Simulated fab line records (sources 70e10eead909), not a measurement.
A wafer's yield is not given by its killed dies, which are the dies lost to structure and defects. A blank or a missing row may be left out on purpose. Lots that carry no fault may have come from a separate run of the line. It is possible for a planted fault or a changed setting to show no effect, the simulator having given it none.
fab line records :: flow nand-harc
[record]
  lots = 5
  wafers = 14
  last-day = 21
route steps=1159 shown A_M1@1040
lots with no fault: from the same line, run without faults
start-h: hours from the record's first day to the start of the lot's first wafer shown :: wait-h: how many hours have passed since the lot's step before this one :: " the same as in the row above :: L1.1+2: a row that stands for several wafers :: - value missing, or start not given :: * or withheld: withheld :: < > ~ a bound
route shown NAME@n: a module of which the file shows steps, and the number in the route of the first :: usual: mean and standard deviation over wafers with no fault :: same: alike in all rows :: chamber/n: place in a boat :: sites: per-site readings :: _std_site: the values' standard deviation :: _edge_site: the outer-site mean with the inner-site mean subtracted :: radius-mm: how far each site lies from the wafer's centre :: mask NAME#n: copy n :: behind: the last tool/chamber to shape the wafer :: hold: why the lot went on hold/how many hours it stayed there/how the hold came to an end :: device: the n, p or np transistor that did not switch :: end of line: tests run on the same wafers once the route is complete :: a step given without rows: its recipe and nothing more :: killed: not the wafer's yield, but the dies lost to structure and defects at the first sort :: map: dies across one wafer; x = killed, . = not, _ = none there
set.NAME: setting as actually run; set.NAME@STEP: the setting as run at that earlier step :: model.NAME: the simulator's own value behind a step, which no gauge read
lots at selected steps of the route; one table per step, one row per wafer
services: a tool's chamber out of use, with start hour (start-h, from the record's first day; less than 0 if before it), hours out, and reason
[[steps]]
[step NHARC_A_M1_ETCH_35]
[recipe]
  target-depth-a = 400
  overetch-a = 120
  time-s = 43.94
  ion-energy-ev = 200
  n2-flow-sccm = 150
  h2-flow-sccm = 150
  ar-flow-sccm = 0
  rf-w = 400
  bias-w = 150
  chemistry = N2/H2
[usual]
  chamber-pressure-mTorr = 29.996/0.027
  drypump-motor-current-A = 5.7/0.44
  oes-product-au = 1.002/0.0089
  rf-vpp-V = 430.8/2.3
  showerhead-plenum-p-Torr = 2.05/0.078
  throttle-valve-pct = 14.170/0.0096
lot.wafer: L908.1
tool: rie-diel-05
chamber: 2
start-h: 409.64
wait-h: 0.1
chamber-pressure-mTorr: 29.988
drypump-motor-current-A: 6.5
oes-product-au: 0.994
rf-hours-counter-h: 4.2
rf-vpp-V: 430.5
showerhead-plenum-p-Torr: 2.04
throttle-valve-pct: 14.173

lot.wafer: L908.4
tool: rie-diel-05
chamber: 3
start-h: 409.64
wait-h: 0.1
chamber-pressure-mTorr: 30.031
drypump-motor-current-A: 5.8
oes-product-au: 1.012
rf-hours-counter-h: 3.5
rf-vpp-V: 428.8
showerhead-plenum-p-Torr: 2.01
throttle-valve-pct: 14.163

lot.wafer: L908.6
tool: rie-diel-05
chamber: 1
start-h: 409.64
wait-h: 0.1
chamber-pressure-mTorr: 29.977
drypump-motor-current-A: 6.5
oes-product-au: 1.002
rf-hours-counter-h: -
rf-vpp-V: 433.0
showerhead-plenum-p-Torr: 2.11
throttle-valve-pct: 14.166

lot.wafer: L904.4
tool: rie-diel-09
chamber: 2
start-h: 412.18
wait-h: 0.1
chamber-pressure-mTorr: 29.981
drypump-motor-current-A: 5.3
oes-product-au: 0.999
rf-hours-counter-h: 3.7
rf-vpp-V: 435.2
showerhead-plenum-p-Torr: 2.20
throttle-valve-pct: 14.166

lot.wafer: L904.3
tool: rie-diel-09
chamber: 0
start-h: 412.18
wait-h: 0.1
chamber-pressure-mTorr: 29.999
drypump-motor-current-A: 5.3
oes-product-au: 1.000
rf-hours-counter-h: 4.3
rf-vpp-V: 429.3
showerhead-plenum-p-Torr: 1.99
throttle-valve-pct: 14.162

lot.wafer: L904.6
tool: rie-diel-09
chamber: 1
start-h: 412.18
wait-h: 0.1
chamber-pressure-mTorr: 29.989
drypump-motor-current-A: 5.7
oes-product-au: 0.980
rf-hours-counter-h: -
rf-vpp-V: 433.4
showerhead-plenum-p-Torr: 2.10
throttle-valve-pct: 14.187

lot.wafer: L912.1
tool: rie-diel-09
chamber: 0
start-h: 450.34
wait-h: 0.1
chamber-pressure-mTorr: 29.982
drypump-motor-current-A: 5.2
oes-product-au: 1.012
rf-hours-counter-h: 0.1
rf-vpp-V: 429.1
showerhead-plenum-p-Torr: 1.99
throttle-valve-pct: 14.179

lot.wafer: L912.3
tool: rie-diel-09
chamber: 3
start-h: 450.34
wait-h: 0.1
chamber-pressure-mTorr: 30.064
drypump-motor-current-A: 5.9
oes-product-au: 1.020
rf-hours-counter-h: 0.1
rf-vpp-V: 428.9
showerhead-plenum-p-Torr: 1.95
throttle-valve-pct: 14.175

lot.wafer: L912.5
tool: rie-diel-09
chamber: 0
start-h: 450.34
wait-h: 0.1
chamber-pressure-mTorr: 29.985
drypump-motor-current-A: 5.2
oes-product-au: 0.997
rf-hours-counter-h: -
rf-vpp-V: 429.4
showerhead-plenum-p-Torr: 1.99
throttle-valve-pct: 14.185

lot.wafer: L913.2
tool: rie-diel-05
chamber: 1
start-h: 457.51
wait-h: 0.1
chamber-pressure-mTorr: 30.028
drypump-motor-current-A: 6.5
oes-product-au: 1.005
rf-hours-counter-h: 6.2
rf-vpp-V: 432.3
showerhead-plenum-p-Torr: 2.11
throttle-valve-pct: 14.154

lot.wafer: L913.5
tool: rie-diel-05
chamber: 0
start-h: 457.51
wait-h: 0.1
chamber-pressure-mTorr: 30.014
drypump-motor-current-A: 5.7
oes-product-au: 0.992
rf-hours-counter-h: -
rf-vpp-V: 429.8
showerhead-plenum-p-Torr: 1.96
throttle-valve-pct: 14.176

lot.wafer: L913.6
tool: rie-diel-05
chamber: 1
start-h: 457.51
wait-h: 0.1
chamber-pressure-mTorr: 30.035
drypump-motor-current-A: 6.5
oes-product-au: 1.003
rf-hours-counter-h: -
rf-vpp-V: 431.2
showerhead-plenum-p-Torr: 2.11
throttle-valve-pct: 14.179

lot.wafer: L921.6
tool: rie-diel-07
chamber: 3
start-h: 508.01
wait-h: 0.1
chamber-pressure-mTorr: 29.973
drypump-motor-current-A: 5.2
oes-product-au: 0.995
rf-hours-counter-h: -
rf-vpp-V: 428.0
showerhead-plenum-p-Torr: 1.93
throttle-valve-pct: 14.173

lot.wafer: L921.5
tool: rie-diel-07
chamber: 0
start-h: 508.01
wait-h: 0.1
chamber-pressure-mTorr: 30.027
drypump-motor-current-A: 5.1
oes-product-au: 1.023
rf-hours-counter-h: -
rf-vpp-V: 432.6
showerhead-plenum-p-Torr: 2.13
throttle-valve-pct: 14.158
[step NHARC_A_M1_ETCH_15]
[recipe]
  target-depth-a = 1825
  time-s = 91.2
  c4f8-flow-sccm = withheld
  ar-flow-sccm = 400
  rf-w = 600
  bias-w = 300
  chemistry = C4F8/Ar
[usual]
  chamber-pressure-mTorr = 24.997/0.023
  oes-product-au = 0.960/0.023
  rf-vpp-V = 441.1/2.4
lot.wafer: L908.1
tool: rie-diel-05
chamber: 1
start-h: -
wait-h: -
chamber-pressure-mTorr: 24.962
oes-product-au: 0.924
rf-hours-counter-h: 4.1
rf-vpp-V: 442.2

lot.wafer: L908.4
tool: rie-diel-05
chamber: 2
start-h: -
wait-h: -
chamber-pressure-mTorr: 25.008
oes-product-au: 0.919
rf-hours-counter-h: 4.2
rf-vpp-V: 441.1

lot.wafer: L908.6
tool: rie-diel-05
chamber: 1
start-h: -
wait-h: -
chamber-pressure-mTorr: 25.008
oes-product-au: 0.925
rf-hours-counter-h: -
rf-vpp-V: 442.5

lot.wafer: L904.4
tool: rie-diel-09
chamber: 0
start-h: -
wait-h: -
chamber-pressure-mTorr: 24.991
oes-product-au: 0.952
rf-hours-counter-h: 4.3
rf-vpp-V: 440.0

lot.wafer: L904.3
tool: rie-diel-09
chamber: 1
start-h: -
wait-h: -
chamber-pressure-mTorr: 25.035
oes-product-au: 0.953
rf-hours-counter-h: 3.6
rf-vpp-V: 443.3

lot.wafer: L904.6
tool: rie-diel-09
chamber: 2
start-h: -
wait-h: -
chamber-pressure-mTorr: 25.008
oes-product-au: 0.967
rf-hours-counter-h: -
rf-vpp-V: 445.3

lot.wafer: L912.3
tool: rie-diel-09
chamber: 3
start-h: -
wait-h: -
chamber-pressure-mTorr: 24.993
oes-product-au: 0.957
rf-hours-counter-h: 0.1
rf-vpp-V: 438.2

lot.wafer: L912.1
tool: rie-diel-09
chamber: 1
start-h: -
wait-h: -
chamber-pressure-mTorr: 25.025
oes-product-au: 0.969
rf-hours-counter-h: 0.2
rf-vpp-V: 444.3

lot.wafer: L912.5
tool: rie-diel-09
chamber: 3
start-h: -
wait-h: -
chamber-pressure-mTorr: 24.992
oes-product-au: 0.957
rf-hours-counter-h: -
rf-vpp-V: 436.8

lot.wafer: L913.2
tool: rie-diel-05
chamber: 2
start-h: -
wait-h: -
chamber-pressure-mTorr: 24.976
oes-product-au: 0.969
rf-hours-counter-h: 6.5
rf-vpp-V: 441.0

lot.wafer: L913.6
tool: rie-diel-05
chamber: 3
start-h: -
wait-h: -
chamber-pressure-mTorr: 24.996
oes-product-au: 0.989
rf-hours-counter-h: -
rf-vpp-V: 440.8

lot.wafer: L913.5
tool: rie-diel-05
chamber: 0
start-h: -
wait-h: -
chamber-pressure-mTorr: 24.963
oes-product-au: 0.959
rf-hours-counter-h: -
rf-vpp-V: 438.1

lot.wafer: L921.5
tool: rie-diel-07
chamber: 3
start-h: -
wait-h: -
chamber-pressure-mTorr: 25.000
oes-product-au: 0.957
rf-hours-counter-h: -
rf-vpp-V: 437.4

lot.wafer: L921.6
tool: rie-diel-07
chamber: 0
start-h: -
wait-h: -
chamber-pressure-mTorr: 25.013
oes-product-au: 0.977
rf-hours-counter-h: -
rf-vpp-V: 444.3
[step NHARC_A_M1_CD_MEAS_16]
[usual]
  cd-nm = 119.7/0.86
lot.wafer: L908.1
tool: cd-sem-01
chamber: -
start-h: 409.86
wait-h: -
cd-nm: 120.5

lot.wafer: L908.4
tool: cd-sem-01
chamber: -
start-h: 409.86
wait-h: -
cd-nm: 120.0

lot.wafer: L908.6
tool: cd-sem-01
chamber: -
start-h: 409.86
wait-h: -
cd-nm: 121.3

lot.wafer: L904.3
tool: cd-sem-03
chamber: -
start-h: 412.40
wait-h: -
cd-nm: 118.8

lot.wafer: L904.4
tool: cd-sem-03
chamber: -
start-h: 412.40
wait-h: -
cd-nm: 119.5

lot.wafer: L904.6
tool: cd-sem-03
chamber: -
start-h: 412.40
wait-h: -
cd-nm: 120.1

lot.wafer: L912.1
tool: cd-sem-02
chamber: -
start-h: 450.56
wait-h: -
cd-nm: 119.0

lot.wafer: L912.3
tool: cd-sem-02
chamber: -
start-h: 450.56
wait-h: -
cd-nm: 120.2

lot.wafer: L912.5
tool: cd-sem-02
chamber: -
start-h: 450.56
wait-h: -
cd-nm: 118.8

lot.wafer: L913.2
tool: cd-sem-02
chamber: -
start-h: 457.73
wait-h: -
cd-nm: 120.1

lot.wafer: L913.5
tool: cd-sem-02
chamber: -
start-h: 457.73
wait-h: -
cd-nm: 118.9

lot.wafer: L913.6
tool: cd-sem-02
chamber: -
start-h: 457.73
wait-h: -
cd-nm: 119.4

lot.wafer: L921.5
tool: cd-sem-03
chamber: -
start-h: 508.21
wait-h: -
cd-nm: 120.9

lot.wafer: L921.6
tool: cd-sem-03
chamber: -
start-h: 508.21
wait-h: -
cd-nm: 119.0
[step NHARC_A_M1_STRIP_18]
[recipe]
  power-w = 1000
  n2-flow-sccm = 150
  h2-flow-sccm = 150
  ar-flow-sccm = 0
  bias-w = 0
  chemistry = N2/H2
[step NHARC_A_M1_ETCH_28]
[recipe]
  target-depth-a = 300
  over-etch-frac = 0.3
  time-s = 72.99
  ion-energy-ev = 150
  cf4-flow-sccm = 50
  n2-flow-sccm = 100
  ar-flow-sccm = 150
  rf-w = 300
  bias-w = 100
  chemistry = CF4/N2
[usual]
  chamber-pressure-mTorr = 30.006/0.029
  drypump-motor-current-A = 5.7/0.48
  oes-product-au = 1.000/0.0097
  rf-vpp-V = 314.1/1.7
  showerhead-plenum-p-Torr = 2.63/0.091
  throttle-valve-pct = 19.793/0.0092
lot.wafer: L908.4
tool: rie-diel-05
chamber: 1
start-h: -
wait-h: -
chamber-pressure-mTorr: 29.990
drypump-motor-current-A: 6.5
oes-product-au: 0.997
rf-hours-counter-h: 4.2
rf-vpp-V: 315.0
showerhead-plenum-p-Torr: 2.71
throttle-valve-pct: 19.807

lot.wafer: L908.1
tool: rie-diel-05
chamber: 3
start-h: -
wait-h: -
chamber-pressure-mTorr: 29.998
drypump-motor-current-A: 5.8
oes-product-au: 0.996
rf-hours-counter-h: 3.5
rf-vpp-V: 313.6
showerhead-plenum-p-Torr: 2.59
throttle-valve-pct: 19.797

lot.wafer: L908.6
tool: rie-diel-05
chamber: 1
start-h: -
wait-h: -
chamber-pressure-mTorr: 29.968
drypump-motor-current-A: 6.5
oes-product-au: 0.998
rf-hours-counter-h: -
rf-vpp-V: 314.0
showerhead-plenum-p-Torr: 2.71
throttle-valve-pct: 19.791

lot.wafer: L904.4
tool: rie-diel-05
chamber: 0
start-h: -
wait-h: -
chamber-pressure-mTorr: 29.940
drypump-motor-current-A: 5.7
oes-product-au: 0.998
rf-hours-counter-h: 3.7
rf-vpp-V: 312.6
showerhead-plenum-p-Torr: 2.54
throttle-valve-pct: 19.787

lot.wafer: L904.3
tool: rie-diel-05
chamber: 2
start-h: -
wait-h: -
chamber-pressure-mTorr: 29.993
drypump-motor-current-A: 6.5
oes-product-au: 0.986
rf-hours-counter-h: 4.4
rf-vpp-V: 313.6
showerhead-plenum-p-Torr: 2.62
throttle-valve-pct: 19.803

lot.wafer: L904.6
tool: rie-diel-05
chamber: 3
start-h: -
wait-h: -
chamber-pressure-mTorr: 30.026
drypump-motor-current-A: 5.8
oes-product-au: 1.007
rf-hours-counter-h: -
rf-vpp-V: 313.8
showerhead-plenum-p-Torr: 2.59
throttle-valve-pct: 19.799

lot.wafer: L912.1
tool: rie-diel-09
chamber: 0
start-h: -
wait-h: -
chamber-pressure-mTorr: 29.995
drypump-motor-current-A: 5.2
oes-product-au: 1.000
rf-hours-counter-h: 0.2
rf-vpp-V: 312.6
showerhead-plenum-p-Torr: 2.57
throttle-valve-pct: 19.783

lot.wafer: L912.3
tool: rie-diel-09
chamber: 2
start-h: -
wait-h: -
chamber-pressure-mTorr: 30.074
drypump-motor-current-A: 5.3
oes-product-au: 1.005
rf-hours-counter-h: 0.2
rf-vpp-V: 315.5
showerhead-plenum-p-Torr: 2.81
throttle-valve-pct: 19.786

lot.wafer: L912.5
tool: rie-diel-09
chamber: 1
start-h: -
wait-h: -
chamber-pressure-mTorr: 29.996
drypump-motor-current-A: 5.6
oes-product-au: 1.004
rf-hours-counter-h: -
rf-vpp-V: 316.3
showerhead-plenum-p-Torr: 2.70
throttle-valve-pct: 19.797

lot.wafer: L913.2
tool: rie-diel-07
chamber: 1
start-h: -
wait-h: -
chamber-pressure-mTorr: 29.959
drypump-motor-current-A: 5.4
oes-product-au: 1.020
rf-hours-counter-h: 3.2
rf-vpp-V: 314.0
showerhead-plenum-p-Torr: 2.66
throttle-valve-pct: 19.789

lot.wafer: L913.5
tool: rie-diel-07
chamber: 3
start-h: -
wait-h: -
chamber-pressure-mTorr: 29.991
drypump-motor-current-A: 5.2
oes-product-au: 1.010
rf-hours-counter-h: -
rf-vpp-V: 313.8
showerhead-plenum-p-Torr: 2.49
throttle-valve-pct: 19.784

lot.wafer: L913.6
tool: rie-diel-07
chamber: 0
start-h: -
wait-h: -
chamber-pressure-mTorr: 30.001
drypump-motor-current-A: 5.1
oes-product-au: 1.018
rf-hours-counter-h: -
rf-vpp-V: 314.6
showerhead-plenum-p-Torr: 2.73
throttle-valve-pct: 19.803

lot.wafer: L921.6
tool: rie-diel-05
chamber: 3
start-h: -
wait-h: -
chamber-pressure-mTorr: 30.026
drypump-motor-current-A: 5.8
oes-product-au: 0.999
rf-hours-counter-h: -
rf-vpp-V: 313.9
showerhead-plenum-p-Torr: 2.58
throttle-valve-pct: 19.807

lot.wafer: L921.5
tool: rie-diel-05
chamber: 0
start-h: -
wait-h: -
chamber-pressure-mTorr: 29.974
drypump-motor-current-A: 5.8
oes-product-au: 0.999
rf-hours-counter-h: -
rf-vpp-V: 313.8
showerhead-plenum-p-Torr: 2.54
throttle-valve-pct: 19.807
[step NHARC_A_M1_STRIP_19]
[recipe]
  time-s = 600
  temp-c = 30
  chemistry = post-etch-residue-remover
[step NHARC_A_M1_DEGAS_29]
[recipe]
  temp-c = 250
  time-s = 60
[usual]
  heater-power-w = 327/29
lot.wafer: L908.4
tool: pvd-sputter-03
chamber: -
start-h: 410.63
wait-h: -
heater-power-w: 308

lot.wafer: L908.1
tool: pvd-sputter-03
chamber: -
start-h: 410.63
wait-h: -
heater-power-w: 293

lot.wafer: L908.6
tool: pvd-sputter-03
chamber: -
start-h: 410.63
wait-h: -
heater-power-w: 316

lot.wafer: L904.3
tool: pvd-sputter-03
chamber: -
start-h: 413.16
wait-h: -
heater-power-w: 312

lot.wafer: L904.4
tool: pvd-sputter-03
chamber: -
start-h: 413.16
wait-h: -
heater-power-w: 275

lot.wafer: L904.6
tool: pvd-sputter-03
chamber: -
start-h: 413.16
wait-h: -
heater-power-w: 303

lot.wafer: L912.1
tool: pvd-sputter-02
chamber: -
start-h: 451.29
wait-h: -
heater-power-w: 348

lot.wafer: L912.3
tool: pvd-sputter-02
chamber: -
start-h: 451.29
wait-h: -
heater-power-w: 307

lot.wafer: L912.5
tool: pvd-sputter-02
chamber: -
start-h: 451.29
wait-h: -
heater-power-w: 335

lot.wafer: L913.2
tool: pvd-sputter-01
chamber: -
start-h: 458.46
wait-h: -
heater-power-w: 366

lot.wafer: L913.5
tool: pvd-sputter-01
chamber: -
start-h: 458.46
wait-h: -
heater-power-w: 318

lot.wafer: L913.6
tool: pvd-sputter-01
chamber: -
start-h: 458.46
wait-h: -
heater-power-w: 333

lot.wafer: L921.6
tool: pvd-sputter-03
chamber: -
start-h: 508.97
wait-h: -
heater-power-w: 292

lot.wafer: L921.5
tool: pvd-sputter-03
chamber: -
start-h: 508.97
wait-h: -
heater-power-w: 285
[step NHARC_A_M1_PRE_CLEAN_30]
[recipe]
  time-s = 30
  temp-c = 280
  gas = H2/He
[step NHARC_A_M1_PVD_20]
[recipe]
  target-thk-a = 50
  bias-v = 168.6
  power-w = 15000
  chamber-pressure-pa = 0.12
  time-s = 8.06
  substrate-temp-c = 50
  material = TaN
[step NHARC_A_M1_PVD_21]
[recipe]
  target-thk-a = 300
  chamber-pressure-pa = 5
  power-w = 5000
  substrate-temp-c = 30
  time-s = 20.49
  material = Cu
[usual]
  throttle-valve-pct = 29.5/0.94
lot.wafer: L908.4
tool: pvd-sputter-03
chamber: -
start-h: -
wait-h: -
throttle-valve-pct: 29.1

lot.wafer: L908.1
tool: pvd-sputter-03
chamber: -
start-h: -
wait-h: -
throttle-valve-pct: 30.0

lot.wafer: L908.6
tool: pvd-sputter-03
chamber: -
start-h: -
wait-h: -
throttle-valve-pct: 27.4

lot.wafer: L904.4
tool: pvd-sputter-03
chamber: -
start-h: -
wait-h: -
throttle-valve-pct: 30.0

lot.wafer: L904.3
tool: pvd-sputter-03
chamber: -
start-h: -
wait-h: -
throttle-valve-pct: 29.3

lot.wafer: L904.6
tool: pvd-sputter-03
chamber: -
start-h: -
wait-h: -
throttle-valve-pct: 30.0

lot.wafer: L912.3
tool: pvd-sputter-02
chamber: -
start-h: -
wait-h: -
throttle-valve-pct: 29.9

lot.wafer: L912.1
tool: pvd-sputter-02
chamber: -
start-h: -
wait-h: -
throttle-valve-pct: 30.5

lot.wafer: L912.5
tool: pvd-sputter-02
chamber: -
start-h: -
wait-h: -
throttle-valve-pct: 29.9

lot.wafer: L913.2
tool: pvd-sputter-01
chamber: -
start-h: -
wait-h: -
throttle-valve-pct: 29.1

lot.wafer: L913.5
tool: pvd-sputter-01
chamber: -
start-h: -
wait-h: -
throttle-valve-pct: 29.2

lot.wafer: L913.6
tool: pvd-sputter-01
chamber: -
start-h: -
wait-h: -
throttle-valve-pct: 29.3

lot.wafer: L921.6
tool: pvd-sputter-03
chamber: -
start-h: -
wait-h: -
throttle-valve-pct: 28.5

lot.wafer: L921.5
tool: pvd-sputter-03
chamber: -
start-h: -
wait-h: -
throttle-valve-pct: 27.6
[step NHARC_A_M1_ECD_22]
[recipe]
  target-thk-a = 4000
  bath-temp-c = 25
  material = Cu
[step NHARC_A_M1_ANNEAL_31]
[recipe]
  temp-c = 225
  time-s = 90
[step NHARC_A_M1_CMP_23]
[recipe]
  t-overpolish-s = 20
  target-thk-nm = 154.34
[usual]
  edge-zone-pressure-frac = 1.000/0.0056
  motor-current-A = 11.5/1.1
  time-to-endpoint-s = 27.9/2.5
lot.wafer: L908.1
tool: cmp-04
chamber: 2
start-h: 411.86
wait-h: -
edge-zone-pressure-frac: 0.998
motor-current-A: 13.2
time-to-endpoint-s: 28.0

lot.wafer: L908.4
tool: cmp-04
chamber: 3
start-h: 411.86
wait-h: -
edge-zone-pressure-frac: 1.001
motor-current-A: 9.7
time-to-endpoint-s: 27.9

lot.wafer: L908.6
tool: cmp-04
chamber: 1
start-h: 411.86
wait-h: -
edge-zone-pressure-frac: 0.999
motor-current-A: 11.5
time-to-endpoint-s: 28.8

lot.wafer: L904.4
tool: cmp-01
chamber: 3
start-h: 414.27
wait-h: -
edge-zone-pressure-frac: 0.992
motor-current-A: 11.0
time-to-endpoint-s: 29.2

lot.wafer: L904.3
tool: cmp-01
chamber: 2
start-h: 414.27
wait-h: -
edge-zone-pressure-frac: 0.993
motor-current-A: 13.3
time-to-endpoint-s: 27.8

lot.wafer: L904.6
tool: cmp-01
chamber: 3
start-h: 414.27
wait-h: -
edge-zone-pressure-frac: 0.987
motor-current-A: 10.9
time-to-endpoint-s: 27.4

lot.wafer: L912.3
tool: cmp-04
chamber: 2
start-h: 452.45
wait-h: -
edge-zone-pressure-frac: 1.007
motor-current-A: 13.6
time-to-endpoint-s: 26.6

lot.wafer: L912.1
tool: cmp-04
chamber: 3
start-h: 452.45
wait-h: -
edge-zone-pressure-frac: 0.999
motor-current-A: 9.8
time-to-endpoint-s: 24.0

lot.wafer: L912.5
tool: cmp-04
chamber: 0
start-h: 452.45
wait-h: -
edge-zone-pressure-frac: 0.993
motor-current-A: 9.9
time-to-endpoint-s: 20.6

lot.wafer: L913.2
tool: cmp-01
chamber: 0
start-h: 459.63
wait-h: -
edge-zone-pressure-frac: 1.003
motor-current-A: 12.7
time-to-endpoint-s: 30.4

lot.wafer: L913.6
tool: cmp-01
chamber: 2
start-h: 459.63
wait-h: -
edge-zone-pressure-frac: 1.000
motor-current-A: 13.0
time-to-endpoint-s: 28.7

lot.wafer: L913.5
tool: cmp-01
chamber: 3
start-h: 459.63
wait-h: -
edge-zone-pressure-frac: 0.993
motor-current-A: 11.3
time-to-endpoint-s: 28.5

lot.wafer: L921.6
tool: cmp-01
chamber: 2
start-h: 510.14
wait-h: -
edge-zone-pressure-frac: 1.007
motor-current-A: 12.9
time-to-endpoint-s: 37.9

lot.wafer: L921.5
tool: cmp-01
chamber: 3
start-h: 510.14
wait-h: -
edge-zone-pressure-frac: 1.002
motor-current-A: 11.1
time-to-endpoint-s: 38.1
[step NHARC_A_M1_SRD_25]
[step NHARC_A_M1_INSPECT_27]
[usual]
  raw-defect-count = 443/98
lot.wafer: L908.1
tool: defect-inspect-02
chamber: -
start-h: 412.29
wait-h: 0.0
raw-defect-count: 505

lot.wafer: L908.4
tool: defect-inspect-02
chamber: -
start-h: 412.29
wait-h: 0.0
raw-defect-count: 574

lot.wafer: L908.6
tool: defect-inspect-02
chamber: -
start-h: 412.29
wait-h: 0.0
raw-defect-count: 571

lot.wafer: L904.3
tool: defect-inspect-01
chamber: -
start-h: 414.76
wait-h: 0.0
raw-defect-count: 403

lot.wafer: L904.4
tool: defect-inspect-01
chamber: -
start-h: 414.76
wait-h: 0.0
raw-defect-count: 461

lot.wafer: L904.6
tool: defect-inspect-01
chamber: -
start-h: 414.76
wait-h: 0.0
raw-defect-count: 521

lot.wafer: L912.1
tool: defect-inspect-01
chamber: -
start-h: 452.87
wait-h: 0.0
raw-defect-count: 406

lot.wafer: L912.3
tool: defect-inspect-01
chamber: -
start-h: 452.87
wait-h: 0.0
raw-defect-count: 511

lot.wafer: L912.5
tool: defect-inspect-01
chamber: -
start-h: 452.87
wait-h: 0.0
raw-defect-count: 468

lot.wafer: L913.2
tool: defect-inspect-02
chamber: -
start-h: 460.05
wait-h: 0.0
raw-defect-count: 351

lot.wafer: L913.5
tool: defect-inspect-02
chamber: -
start-h: 460.05
wait-h: 0.0
raw-defect-count: 297

lot.wafer: L913.6
tool: defect-inspect-02
chamber: -
start-h: 460.05
wait-h: 0.0
raw-defect-count: 299

lot.wafer: L921.5
tool: defect-inspect-02
chamber: -
start-h: 510.51
wait-h: 0.0
raw-defect-count: 4527

lot.wafer: L921.6
tool: defect-inspect-02
chamber: -
start-h: 510.51
wait-h: 0.0
raw-defect-count: 4755
[step NHARC_A_M1_PRE_CLEAN_32]
[recipe]
  time-s = 12
  temp-c = 370
  rf-power-w = 300
  gas = NH3
[[services]]
tool: pvd-sputter-02
chamber: -
start-h: 393.38
hours: 10.0
kind: pm

tool: rie-diel-09
chamber: 1
start-h: 394.64
hours: 2.1
kind: repair

tool: rie-diel-05
chamber: 0
start-h: 398.84
hours: -
kind: clean

tool: rie-diel-05
chamber: 1
start-h: 398.84
hours: -
kind: clean

tool: rie-diel-05
chamber: 2
start-h: 398.84
hours: -
kind: clean

tool: rie-diel-05
chamber: 3
start-h: 398.84
hours: -
kind: clean

tool: cmp-04
chamber: -
start-h: 399.13
hours: 4.0
kind: pm

tool: rie-diel-07
chamber: -
start-h: 405.24
hours: 9.0
kind: pm

tool: rie-diel-05
chamber: 0
start-h: 423.34
hours: -
kind: clean

tool: rie-diel-05
chamber: 1
start-h: 423.34
hours: -
kind: clean

tool: rie-diel-05
chamber: 2
start-h: 423.34
hours: -
kind: clean

tool: rie-diel-05
chamber: 3
start-h: 423.34
hours: -
kind: clean

tool: rie-diel-09
chamber: -
start-h: 431.10
hours: 9.0
kind: pm

tool: rie-diel-05
chamber: 0
start-h: 447.84
hours: -
kind: clean

tool: rie-diel-05
chamber: 1
start-h: 447.84
hours: -
kind: clean

tool: rie-diel-05
chamber: 2
start-h: 447.84
hours: -
kind: clean

tool: rie-diel-05
chamber: 3
start-h: 447.84
hours: -
kind: clean

tool: pvd-sputter-03
chamber: -
start-h: 460.78
hours: 10.0
kind: pm

tool: cmp-01
chamber: -
start-h: 473.50
hours: 4.0
kind: pm

tool: pvd-sputter-01
chamber: -
start-h: 479.99
hours: 5.9
kind: repair

tool: rie-diel-07
chamber: 3
start-h: 489.96
hours: 2.9
kind: repair

tool: rie-diel-07
chamber: 1
start-h: 492.59
hours: 5.1
kind: repair

tool: rie-diel-09
chamber: 1
start-h: 494.83
hours: 5.1
kind: repair

tool: cmp-04
chamber: -
start-h: 497.13
hours: 4.0
kind: pm
[[key]]
[first-sign]
  step = NHARC_A_M1_CMP_23
  reading = time-to-endpoint-s
  direction = up
  sigmas = 4.1
  usual = *
  struck = *
[effect]
  step = NHARC_A_M1_INSPECT_27
  reading = raw-defect-count
  direction = up
  sigmas = 43
  usual = 443
  struck = 4641
met-at NHARC_A_M1_CMP_23
struck-wafers L921.5,L921.6
later-rows-left-out L921.5,L921.6
sort-left-out L921.5,L921.6
onset-between 459.63 510.14
[fault]
  kind = process-parameter-drift
  tool = cmp-01
  chamber = -
  onset-h = 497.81
  steps = NHARC_A_M1_CMP_23
  channel = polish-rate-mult
  offset = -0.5
  shape = step
  end-h = 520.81
// sort-left-out: the simulated sort isn't trusted on such a fault, so these wafers' sort isn't shown, and their yield isn't known
// later-rows-left-out: the simulator's readings of these wafers behind a module that went badly wrong aren't trusted and aren't shown, but for the sort
